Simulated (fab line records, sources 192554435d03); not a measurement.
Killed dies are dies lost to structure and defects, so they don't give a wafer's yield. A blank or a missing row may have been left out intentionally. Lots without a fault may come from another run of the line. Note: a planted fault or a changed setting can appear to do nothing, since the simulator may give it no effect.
Matching of chambers ; flow n5-finfet ; rie-diel-03 running N5_ZERO_LAYER_ETCH_17: 4 sister chambers
The step etches SiO2 in CF4, target depth 12 nm, time 13.3 s. 18 wafers are shown with their chamber, then 9 later ones without.

WAFERS WITH THEIR CHAMBER
wafer;chamber;showerhead-plenum-p-Torr (Torr);throttle-valve-pct (%);drypump-motor-current-A (A)
L075.1;3;2.13;15.84;5.69
L075.4;2;2.16;16.04;5.29
L075.5;0;2.14;15.48;5.55
L078.2;2;2.15;16.05;5.28
L078.5;3;2.13;15.86;5.72
L078.6;2;2.15;16.04;5.28
L082.1;2;2.15;16.04;5.28
L082.2;3;2.13;15.89;5.70
L082.6;2;2.15;16.06;5.31
L084.1;2;2.15;16.07;5.26
L084.2;0;2.13;15.52;5.57
L084.5;0;2.13;15.53;5.55
L085.1;0;2.13;15.53;5.55
L085.2;2;2.15;16.07;5.25
L085.6;1;2.00;15.37;5.21
L088.1;3;2.12;15.89;5.67
L088.2;2;2.15;16.09;5.27
L088.5;2;2.15;16.08;5.31

SIGNATURES (averages over the wafers above)
reading;chamber 0;chamber 1;chamber 2;chamber 3;scatter within a chamber
showerhead-plenum-p-Torr;2.1325;2.0000;2.1511;2.1275;0.00413
throttle-valve-pct;15.5150;15.3700;16.0600;15.8700;0.0212
drypump-motor-current-A;5.5550;5.2100;5.2811;5.6950;0.0187
Rule: a wafer's distance from a chamber is the root of the sum, over the readings, of the square of ((its reading less the chamber's mean) divided by the reading's scatter). The wafer belongs to the nearest chamber; if the next one is less than 2 further off, it can't be placed. The scatter: take each reading less its chamber's mean, square it, sum over the shown wafers, divide by the number of wafers less the number of chambers, and take the root.

WAFERS WITHOUT THEIR CHAMBER
wafer;showerhead-plenum-p-Torr (Torr);throttle-valve-pct (%);drypump-motor-current-A (A)
L090.1;2.12;15.91;5.71
L090.4;2.13;15.54;5.57
L090.5;2.13;15.55;5.55
L094.1;1.99;15.40;5.22
L094.2;2.12;15.92;5.69
L094.4;2.14;16.11;5.32
L095.2;1.99;15.40;5.22
L095.5;2.12;15.93;5.69
L095.6;2.14;16.10;5.30

WHICH CHAMBER EACH WENT THROUGH
wafer;from the rows above;in truth
L090.1;3;3
L090.4;0;0
L090.5;0;0
L094.1;1;1
L094.2;3;3
L094.4;2;2
L095.2;1;1
L095.5;3;3
L095.6;2;2
Correctly placed: 9 of 9. Can't be placed from these rows: 0. Wrongly placed: 0.
